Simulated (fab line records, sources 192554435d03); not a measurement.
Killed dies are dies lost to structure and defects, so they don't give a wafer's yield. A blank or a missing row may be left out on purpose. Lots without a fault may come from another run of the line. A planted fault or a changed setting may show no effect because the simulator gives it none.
A struck lot beside a sound one | flow n5_finfet | 15 steps out of a route of 1938
Sound: wafers L216.4, L216.5, L216.6. Struck: wafers L208.1, L208.2, L208.6. The cause comes at the end.
At each step with rows: each side's tool, then ch and its chambers, then its first start. Under that, the readings that differ: sound wafers | struck wafers | difference of the means | sigmas: that difference in standard deviations of wafers without a fault.
alike: readings whose means differ by less than 2 such deviations, and words and numbers that are the same on both sides. not compared: withheld readings, readings that some wafer has no value for, bounds like >300 that may hide the same value, and numbers for which the record gives no deviation and whose values overlap.
The two part at a step that has a row with sigmas, a row that says differs or no value, or rows on one side only. Numbers that don't overlap but have no deviation are shown without sigmas and don't part them. A reading that every wafer of one side lacks parts them only if that side has two wafers or more.

first, 4 steps without rows for these wafers: N5_BEOL_M5_CURE_80 (cures SiCOH lowk, time 120 s); N5_BEOL_M5_DEGAS_44 (time 60 s); N5_BEOL_M5_PRE_CLEAN_45 (time 30 s); N5_BEOL_M5_ALD_86 (deposits TaN, pulse time 2 s, purge time 3 s, co reactant purge time 2 s).
N5_BEOL_M5_SURFACE_TREAT_87:
  sound on pvd_sputter-03, day 11 15:01; struck on pvd_sputter-03, day 9 02:28
  not compared: throttle_valve_pct
then, 1 step without rows for these wafers: N5_BEOL_M5_CVD_47 (deposits Co from CCTBA/H2, target thk 3 nm, time 216 s).
N5_BEOL_M5_SPUTTER_48: material Cu, target thk 15 nm, time 27.62 s.
  sound on pvd_sputter-02, day 11 15:37; struck on pvd_sputter-03, day 9 02:50
  alike: chamber_pressure_pa, chuck_gas_flow_sccm, substrate_temp_c, throttle_valve_pct
then, 1 step without rows for these wafers: N5_BEOL_M5_ANNEAL_49 (time 1800 s).
N5_BEOL_M5_SPUTTER_81: material Cu, target thk 15 nm, time 27.62 s.
  sound on pvd_sputter-02, day 11 16:42; struck on pvd_sputter-03, day 9 03:55
  reading                    | sound          | struck         | difference | sigmas
  chuck_gas_flow_sccm (sccm) | 1.38 1.26 1.29 | 1.15 1.27 1.20 | -0.10      | -2
  alike: chamber_pressure_pa, substrate_temp_c, throttle_valve_pct
N5_BEOL_M5_ANNEAL_82: time 1800 s.
  sound on pvd_sputter-02, day 11 16:47; struck on pvd_sputter-03, day 9 04:00
  alike: heater_power_w, susceptor_temp_C_max
then, 2 steps without rows for these wafers: N5_BEOL_M5_SPUTTER_83 (material Cu, target thk 15 nm, time 27.62 s); N5_BEOL_M5_ANNEAL_84 (time 1800 s).
N5_BEOL_M5_SPUTTER_88: material Cu, target thk 15 nm, time 27.62 s.
  sound on pvd_sputter-02, day 11 18:52; struck on pvd_sputter-03, day 9 06:05
  no value came back on the struck wafers for chamber_pressure_pa (Pa), chuck_gas_flow_sccm (sccm), substrate_temp_c (C), throttle_valve_pct (%); on the sound wafers chamber_pressure_pa (Pa) reads 0.07005 0.07 0.07013
N5_BEOL_M5_ANNEAL_89: time 1800 s.
  sound on pvd_sputter-02, day 11 18:57; struck on pvd_sputter-03, day 9 06:10
  alike: heater_power_w, susceptor_temp_C_max
-- the record jumps here: 4 days lie between the struck wafers' starts before and after (it left off in module BEOL_M5 and takes up again in module PASSIVATION, whose first step shown is number 1936 of the route) --
N5_PASSIVATION_PROBE_49:
  sound on prober-02, day 15 10:22; struck on prober-02, day 13 02:20
  reading         | sound    | struck   | difference | sigmas
  killed_at_M4_up | 20 13 12 | 28 34 26 | +14        | +3
  alike: defect_limited_yield, killed_at_M0_to_M3, killed_at_contacts, killed_at_front_end, killed_at_other, killed_dies, killed_open, killed_short, sort_bin_4_leakage, sort_bin_5_function, sort_bin_6_memory, sort_bin_8_speed, sort_n_pass, sort_yield_pct

WHERE THEY PART
First at N5_BEOL_M5_SPUTTER_81; last, within this record, at N5_PASSIVATION_PROBE_49.

WHY: what the simulator had put in
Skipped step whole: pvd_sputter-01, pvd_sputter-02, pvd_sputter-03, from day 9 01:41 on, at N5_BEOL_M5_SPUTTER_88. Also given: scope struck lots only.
